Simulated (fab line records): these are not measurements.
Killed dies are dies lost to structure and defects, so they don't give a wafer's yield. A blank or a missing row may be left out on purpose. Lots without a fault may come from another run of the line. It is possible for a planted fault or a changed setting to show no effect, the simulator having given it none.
Problem report in the 8D (eight disciplines) form, filled by code || flow n5_finfet || the parts of the form that need people (team, actions taken, sign-off) are left out

== 1. PROBLEM STATEMENT ==
Mean of bias_w at N5_GATE_CUT_ETCH_56: 76.92 W across 6 wafers in 2 lots; on wafers with no fault it is 59.99 W (standard deviation 0.17). So: +99 or more standard deviations from the usual mean.
The step: etches TiN in Cl2/Ar, target depth 21.6 nm.
First seen on wafer L316.1, day 7 13:18, on rie_metal-01. The record has a number at this step for 26 wafers belonging to 9 lots. Rule for "out" (also "out of limits"): further than 4 standard deviations from the usual mean. Any other wafer with a number is counted as sound.

== 2. WHAT IT IS AND WHAT IT IS NOT ==
{"question": "which readings at this step", "is": "bias_w", "is not": "drypump_motor_current_A, oes_product_au, throttle_valve_pct"}
{"question": "which lots", "is": "L316, L319", "is not": "L308, L309, L312, L320, L323, L325, L327"}
{"question": "which wafers of those lots", "is": "all that have a number", "is not": "-"}
{"question": "read on which tools", "is": "rie_metal-01", "is not": "rie_metal-02, rie_metal-03"}
{"question": "when", "is": "from day 7 13:18", "is not": "up to then (8 sound wafers); but 12 sound wafers of L320, L323, L325, L327 came after"}

== 3. WHAT RULES OUT EACH SUSPECT ==
Counting: a tool stays on the suspect list if, at a process step up to the reading, it processed all lots that are out and no sound lot following the first of them.
- rie_diel-04 at N5_HKMG_FIN_STRIP_89 (strips SOC in N2/H2, time 20 s): kept. It ran every lot that is out, first L316 (day 7 09:58), and no sound lot after that; its last sound lot up to then is L312 (day 6 05:21).
- rie_metal-01 at N5_GATE_CUT_ETCH_56 (etches TiN in Cl2/Ar, target depth 21.6 nm): kept. It ran every lot that is out, first L316 (day 7 13:18), and no sound lot after that; its last sound lot up to then is L312 (day 6 08:30). On those wafers its own readings are out: bias_w.
What counting leaves: rie_diel-04 at N5_HKMG_FIN_STRIP_89 and rie_metal-01 at N5_GATE_CUT_ETCH_56.

== 4. THE CAUSE (what the simulator had put in) ==
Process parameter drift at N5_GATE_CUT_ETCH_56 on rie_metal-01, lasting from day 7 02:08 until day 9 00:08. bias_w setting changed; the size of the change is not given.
This tool is one of the 2 suspects left after counting.

== 5. THE CHAIN OF EFFECTS, in route order ==
Rows list readings where the struck wafers' mean (over those with a number) sits beyond 3 standard deviations from the usual. Only readings whose record carries a usual standard deviation are examined. hours: median over the lots of the time between each lot's start at the first step of this table that gives one and its start at this step. sigmas: the change, counted in usual standard deviations.
{"hours": 0, "step": "N5_GATE_CUT_ETCH_56", "reading": "bias_w", "usual": "59.99 W", "on struck wafers": 76.92, "change": "+16.93", "sigmas": "+99 or more"}
Its process steps:
- N5_GATE_CUT_ETCH_56: etches TiN in Cl2/Ar, target depth 21.6 nm.
Later steps that measure or inspect, where all struck wafers having a row at the step show a number for every such reading and not one has moved that far: N5_BEOL_M4_RC_MEAS_101.

== 6. HOW IT WOULD HAVE BEEN CAUGHT EARLIER ==
The fault began at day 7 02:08; the first out-of-limits reading in this record came at day 7 13:18, 11 hours later.
